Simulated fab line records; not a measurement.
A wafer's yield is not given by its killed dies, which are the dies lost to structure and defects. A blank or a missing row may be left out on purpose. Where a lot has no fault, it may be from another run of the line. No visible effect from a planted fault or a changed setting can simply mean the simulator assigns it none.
Chamber matching | flow n5-finfet | N5_BEOL_M6_ETCH_61 on rie-diel-04 has 4 sister chambers
The step etches SiARC in CF4, target depth 45.5 nm, time 75.8 s. 4 wafers are shown with their chamber, then 7 later ones without.

## WAFERS, EACH WITH ITS CHAMBER
wafer  | chamber | drypump-motor-current-A (A)
L083.3 | 3       | 6.2
L087.4 | 2       | 5.5
L087.5 | 0       | 6.2
L089.4 | 1       | 5.4

## WAFERS WHOSE CHAMBER IS MISSING
wafer  | drypump-motor-current-A (A)
L089.6 | 5.5
L092.3 | 5.5
L092.4 | 6.1
L092.5 | 5.4
L094.1 | 6.2
L094.2 | 5.5
L094.4 | 5.5

## CHAMBER TAKEN BY EACH
wafer  | from the rows above     | in truth
L089.6 | 2                       | 2
L092.3 | 2                       | 2
L092.4 | can't be placed: 0 or 3 | 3
L092.5 | 1                       | 1
L094.1 | can't be placed: 0 or 3 | 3
L094.2 | 2                       | 2
L094.4 | 2                       | 2
5 of 7 placed correctly. Can't be placed from these rows: 2 (the true chamber is among the candidates in 2). Number placed wrongly: 0.
How it was worked out, from the rows above alone: a wafer's distance from a chamber is the root of the sum, over the readings, of the square of ((its reading less the chamber's mean) divided by the reading's scatter). The wafer belongs to the nearest chamber; if the next one is less than 2 further off, it can't be placed. For every chamber, the mean is computed from those of its wafers that are shown. The scatter: with one shown wafer a chamber, the root of the mean of the squares of how far each hidden wafer lies from its nearest shown one.
